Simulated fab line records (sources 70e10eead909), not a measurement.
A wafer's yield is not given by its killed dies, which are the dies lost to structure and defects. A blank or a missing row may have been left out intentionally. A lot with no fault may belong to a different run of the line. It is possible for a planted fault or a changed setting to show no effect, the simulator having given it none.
A lot that was struck, set against a sound lot    flow nand harc    21 out of 1302 route steps
Sound: wafers L693.1, L693.2, L693.4. Struck: wafer L705.5; the same lot's L705.3 was not struck, so it is left out; see the end for the cause.
Per side, at each step with rows, come the tool, then ch with its chambers, and then its first start. Under that, the readings that differ: sound wafers    struck wafers    difference of the means    sigmas: that difference in standard deviations of wafers without a fault.
alike: same words and numbers on both sides, and readings whose means sit less than 2 such deviations apart. not compared: any withheld reading, any reading some wafer has no value for, any bound like >300 that may hide the same value, and any number with overlapping values for which the record gives no deviation.
A row with sigmas, a row that says differs or no value, or rows on one side alone: a step with any of these is where the two part. Numbers that don't overlap but have no deviation are shown without sigmas and don't part them. Lack of a reading on every wafer of one side parts them only where that side has two or more wafers.

NHARC_A_CONTACT_CMP_20: polishes, t overpolish 30 s, target thk 300 nm.
  sound on cmp-04 ch 0,1,2, day 23 19:22; struck on cmp-02 ch 3, day 28 23:43
  alike: motor current A, overpolish run s, time to endpoint s
after that, 1 step had no rows for these wafers: NHARC_A_CONTACT_SRD_22.
NHARC_A_CONTACT_INSPECT_23:
  sound: defect inspect-02 at day 23 19:46; struck: defect inspect-01 at day 29 00:08
  alike: raw defect count
then, 8 steps without rows for these wafers: NHARC_A_BLC_DEHYDRATE_00 (time 120 s); NHARC_A_BLC_HMDS_01 (time 30 s); NHARC_A_BLC_COAT_02 (time 75 s); NHARC_A_BLC_COAT_03 (time 65 s); NHARC_A_BLC_COAT_04 (resist thk 90 nm); NHARC_A_BLC_SOFTBAKE_05 (time 55 s); NHARC_A_BLC_EBR_06; NHARC_A_BLC_EXPOSE_07 (exposes mask A BLC, target cd 100 nm).
NHARC_A_BLC_PEB_08: peb time 65 s.
  sound on litho track-06 ch 0, day 23 20:04; struck on litho track-06 ch 0, day 29 00:34
  alike: resist line temp C
then, 1 step without rows for these wafers: NHARC_A_BLC_DEVELOP_09 (develop time 35 s).
NHARC_A_BLC_CD_MEAS_10: target cd 100 nm.
  sound on cd sem-03 ch 0, day 23 20:09; struck on cd sem-03 ch 0, day 29 00:38
reading     sound            struck  difference  sigmas
cd nm (nm)  99.2 99.1 100.0  106.5   +7.1        +10
NHARC_A_BLC_OVL_MEAS_11:
  sound: overlay-02 at day 23 20:14; struck: overlay-02 at day 29 00:43
  alike: overlay x nm, overlay y nm
NHARC_A_BLC_INSPECT_12:
  sound: defect inspect-02 at day 23 20:16; struck: defect inspect-02 at day 29 00:46
  alike: raw defect count
NHARC_A_BLC_DESCUM_15: chemistry O2, time 3 s.
  sound on rie diel-02 ch 0,1,2, day 23 20:20; struck on rie diel-12 ch 1, day 29 00:50
reading                          sound              struck  difference  sigmas
oes product au (a.u.)            1.014 1.003 1.006  0.971   -0.037      -3
showerhead plenum p Torr (Torr)  1.89 1.83 1.79     2.01    +0.17       +2
model.A_BLC.cd nm (nm)           100.1 98.56 99.82  107.1   +7.6        
  alike: drypump motor current A, rf vpp V, throttle valve pct
  not compared: rf hours counter h
NHARC_A_BLC_ETCH_16: etches the open film in CF4, target depth 39 nm, time 65 s.
  sound on rie diel-02 ch 1,2,3, day 23 20:25; struck on rie diel-12 ch 1, day 29 00:55
reading                sound              struck  difference  sigmas
oes product au (a.u.)  1.011 1.002 1.004  0.971   -0.035      -3
  alike: cf4 flow sccm, drypump motor current A, rf fwd power W, rf vpp V, showerhead plenum p Torr, throttle valve pct
  not compared: rf hours counter h
NHARC_A_BLC_ETCH_17: etches the open film in N2/H2, target depth 390 nm, time 609.38 s.
  sound: rie diel-02 ch 0,1,2; struck: rie diel-12 ch 2
  alike: drypump motor current A, oes product au, rf fwd power W, rf vpp V, showerhead plenum p Torr, throttle valve pct
  not compared: rf hours counter h
NHARC_A_BLC_ETCH_18: etches the open film in C4F8/O2/Ar, target depth 910 nm.
  sound: rie diel-02 ch 0,1,2; struck: rie diel-12 ch 2
  alike: oes product au, rf fwd power W, rf vpp V
  not compared: rf hours counter h, model.A_BLC.cd nm
NHARC_A_BLC_CD_MEAS_19:
  sound: cd sem-02 at day 23 21:18; struck: cd sem-01 at day 29 01:47
  alike: cd nm

== WHERE THEY PART ==
Earliest at NHARC_A_BLC_CD_MEAS_10; latest, in this record, at NHARC_A_BLC_ETCH_16. Later steps at which nothing parts them and some readings are alike: NHARC_A_BLC_ETCH_17, NHARC_A_BLC_ETCH_18, NHARC_A_BLC_CD_MEAS_19.

WHY: whatever the simulator had introduced
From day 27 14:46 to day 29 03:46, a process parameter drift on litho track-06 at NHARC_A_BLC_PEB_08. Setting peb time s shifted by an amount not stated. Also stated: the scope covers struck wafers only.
